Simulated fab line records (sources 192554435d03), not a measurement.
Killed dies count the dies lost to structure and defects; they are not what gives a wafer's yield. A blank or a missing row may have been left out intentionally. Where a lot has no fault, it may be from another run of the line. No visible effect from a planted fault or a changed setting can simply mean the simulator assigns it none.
Struck lot and sound lot, side by side :: flow n5 finfet :: 14 out of 1938 route steps
Sound: the wafers L725.1, L725.3, L725.4. The struck wafers were L739.1, L739.4, L739.6. The cause is named last.
Per side, at each step with rows, come the tool, then ch with its chambers, and then its first start. Under that, the readings that differ: sound wafers :: struck wafers :: difference of the means :: sigmas: that difference in standard deviations of wafers without a fault.
alike: words and numbers the same on both sides, and readings whose means are apart by under 2 such deviations; not compared: readings that were withheld, readings missing a value for some wafer, numbers with overlapping values and no deviation given by the record, and bounds like >300 which may hide the same value.
Wherever a step has rows on one side only, a row that says differs or no value, or a row with sigmas, the two part there. Numbers that have no deviation but don't overlap get no sigmas and don't part them. A reading missing from all wafers of one side parts the sides only when that side holds two or more wafers.

N5_BEOL_M0_SPUTTER_132: material Cu, target thk 4 nm, time 7.37 s.
  sound on pvd sputter-02, day 7 20:01; struck on pvd sputter-01, day 11 04:42
  alike: chuck sensor temp C, throttle valve pct
N5_BEOL_M0_ANNEAL_133: time 60 s.
  sound on pvd sputter-02, day 7 20:06; struck on pvd sputter-01, day 11 04:47
  alike: heater power w
then, 2 steps without rows for these wafers: N5_BEOL_M0_SPUTTER_134 (material Cu, target thk 4 nm, time 7.37 s); N5_BEOL_M0_ANNEAL_135 (time 60 s).
N5_BEOL_M0_SPUTTER_141: material Cu, target thk 4 nm, time 7.37 s.
  sound on pvd sputter-02, day 7 20:16; struck on pvd sputter-01, day 11 04:56
  alike: chuck sensor temp C, throttle valve pct
then, 2 steps without rows for these wafers: N5_BEOL_M0_ECD_118 (material Cu, target thk 300 nm); N5_BEOL_M0_ANNEAL_119 (time 90 s).
N5_BEOL_M0_CMP_120: polishes, stops on SiOC, t overpolish 6.9 s.
  sound on cmp-01 ch 0,2,3, day 7 20:45; struck on cmp-03 ch 0,1,3, day 11 05:26
  alike: barrier field endpoint s, edge zone pressure frac, motor current A, overpolish run s, time to endpoint s
N5_BEOL_M0_PRE_CLEAN_131: time 15 s.
  sound on cvd co-01 ch 0,1,2, day 7 21:05; struck on cvd co-01 ch 0,1,2, day 11 05:46
  alike: heater power w
then, 2 steps without rows for these wafers: N5_BEOL_M0_CO_CAP_123 (material Co, precursor CCTBA/H2, target thk 2 nm, time 102.1 s); N5_BEOL_M0_PRE_CLEAN_124 (time 15 s).
N5_BEOL_M0_DEP_125: deposits SiCN from 3MS/NH3, target thk 8 nm, time 14 s.
  sound on pecvd-04 ch 0,1,2, day 7 21:14; struck on pecvd-03 ch 0,1,2, day 11 05:55
  no value came back on the struck wafers for chamber pressure Torr (Torr), rf fwd power W (W), showerhead plenum p Torr (Torr), throttle valve pct (%); on the sound wafers chamber pressure Torr (Torr) reads 2.996 3.014 3.006
N5_BEOL_M4_RC_MEAS_101:
  the record has rows for the sound wafers here (prober-02 ch 0, day 9 13:16) and none for the struck ones
-- the record jumps here: 6 days lie between the struck wafers' starts before and after (it left off in module BEOL_M4 and takes up again in module PASSIVATION, whose first step shown is number 1936 of the route) --
N5_PASSIVATION_PROBE_49:
  sound on prober-02, day 13 19:59; struck on prober-01, day 17 07:38
reading: defect limited yield (%)
sound: 91.4 89.1 88.3
struck: 0 0 0
difference: -90
sigmas: -60

reading: killed_at_M0_to_M3
sound: 33 50 26
struck: 1083 1132 1123
difference: +1076
sigmas: +99 or more

reading: killed dies
sound: 101 129 138
struck: 1180 1180 1180
difference: +1057
sigmas: +59

reading: killed on rim
sound: 10 16 19
struck: 152 152 152
difference: +137
sigmas: +32

reading: sort_bin_5_function (%)
sound: 5.4 7.1 7.5
struck: 95.2 97.6 97.5
difference: +90.1
sigmas: +82

reading: sort n pass
sound: 1079 1051 1042
struck: 0 0 0
difference: -1057
sigmas: -59

reading: sort yield pct (%)
sound: 91.4 89.1 88.3
struck: 0 0 0
difference: -90
sigmas: -60
  alike: killed_at_M4_up, killed at contacts, killed at front end, killed at other, killed open, killed short, sort_bin_6_memory

WHERE THEY PART
First at N5_BEOL_M0_DEP_125; last, within this record, at N5_PASSIVATION_PROBE_49.

WHY: what had been put in by the simulator
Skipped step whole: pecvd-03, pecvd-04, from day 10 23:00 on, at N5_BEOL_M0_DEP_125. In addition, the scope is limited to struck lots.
